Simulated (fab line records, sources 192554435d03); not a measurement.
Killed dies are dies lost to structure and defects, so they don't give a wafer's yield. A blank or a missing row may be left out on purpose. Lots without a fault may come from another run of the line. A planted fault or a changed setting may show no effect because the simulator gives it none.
Chamber matching | flow n5_finfet | N5_FIN_SAQP_SPACER2_ALD_28 on ald_sin-01: 4 sister chambers
The step deposits SiO2, target thk 8.1 nm, pulse time 1 s, purge time 2 s. 27 wafers are shown with their chamber, then 12 later ones without.

WAFERS WITH THEIR CHAMBER
wafer  | chamber | heater_power_w (W) | precursor_pulse_height_rel | susceptor_temp_C (C)
L076.3 | 3       | 480                | 1.000                      | 300.25
L076.4 | 0       | 452                | 0.981                      | 299.96
L076.6 | 1       | 466                | 0.970                      | 300.26
L078.1 | 1       | 471                | 1.013                      | 300.17
L078.3 | 0       | 436                | 1.009                      | 299.99
L078.5 | 1       | 455                | 1.030                      | 299.93
L079.2 | 2       | 502                | 1.003                      | 300.03
L079.5 | 3       | 490                | 0.988                      | 299.97
L079.6 | 2       | 494                | 0.987                      | 300.24
L082.1 | 3       | 479                | 0.976                      | 300.17
L082.3 | 2       | 493                | 1.019                      | 300.06
L082.4 | 2       | 495                | 1.009                      | 299.77
L084.1 | 0       | 436                | 0.999                      | 300.08
L084.3 | 3       | 486                | 0.984                      | 300.05
L084.4 | 1       | 457                | 0.988                      | 299.76
L085.2 | 0       | 461                | 1.009                      | 300.28
L085.4 | 3       | 478                | 0.980                      | 299.80
L085.5 | 2       | 493                | 1.020                      | 300.38
L088.1 | 2       | 490                | 1.000                      | 300.15
L088.3 | 1       | 465                | 0.981                      | 300.00
L088.4 | 0       | 445                | 1.001                      | 299.82
L089.1 | 1       | 463                | 1.012                      | 300.02
L089.3 | 2       | 495                | 1.007                      | 299.73
L089.6 | 3       | 484                | 1.012                      | 300.09
L090.1 | 2       | 503                | 1.007                      | 299.84
L090.2 | 3       | 468                | 1.015                      | 300.01
L090.4 | 1       | 463                | 0.984                      | 299.72

SIGNATURES (means of the wafers above)
reading                    | chamber 0 | chamber 1 | chamber 2 | chamber 3 | scatter within a chamber
heater_power_w             | 446.00    | 462.86    | 495.62    | 480.71    | 6.85
precursor_pulse_height_rel | 0.99980   | 0.99686   | 1.00650   | 0.99357   | 0.0156
susceptor_temp_C           | 300.0260  | 299.9800  | 300.0250  | 300.0486  | 0.193
Rule: a wafer's distance from a chamber is the root of the sum, over the readings, of the square of ((its reading less the chamber's mean) divided by the reading's scatter). The wafer belongs to the nearest chamber; if the next one is less than 2 further off, it can't be placed. The scatter: the root of (the sum of the squares of (reading less its chamber's mean) over the shown wafers, divided by (wafers less chambers)).

WAFERS WITHOUT THEIR CHAMBER
wafer  | heater_power_w (W) | precursor_pulse_height_rel | susceptor_temp_C (C)
L093.1 | 484                | 0.987                      | 299.91
L093.2 | 457                | 1.012                      | 300.42
L093.6 | 466                | 1.007                      | 299.78
L094.2 | 493                | 1.019                      | 300.21
L094.5 | 495                | 1.024                      | 300.32
L094.6 | 454                | 1.033                      | 299.90
L096.1 | 461                | 1.000                      | 300.24
L096.2 | 448                | 1.009                      | 300.39
L096.6 | 480                | 1.011                      | 299.85
L097.1 | 457                | 0.997                      | 300.18
L097.3 | 504                | 1.011                      | 299.90
L097.5 | 485                | 0.988                      | 300.03

WHICH CHAMBER EACH WENT THROUGH
wafer  | from the rows above          | in truth
L093.1 | can't be placed: 3 or 2      | 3
L093.2 | can't be placed: 1 or 0 or 3 | 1
L093.6 | can't be placed: 1 or 3 or 0 | 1
L094.2 | can't be placed: 2 or 3      | 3
L094.5 | can't be placed: 2 or 3      | 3
L094.6 | can't be placed: 0 or 1      | 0
L096.1 | can't be placed: 1 or 0 or 3 | 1
L096.2 | can't be placed: 0 or 1      | 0
L096.6 | can't be placed: 3 or 2 or 1 | 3
L097.1 | can't be placed: 1 or 0      | 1
L097.3 | 2                            | 2
L097.5 | can't be placed: 3 or 2      | 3
Placed correctly: 1 of 12. Can't be placed from these rows: 11 (the true chamber is among the candidates in 11). Placed wrongly: 0.
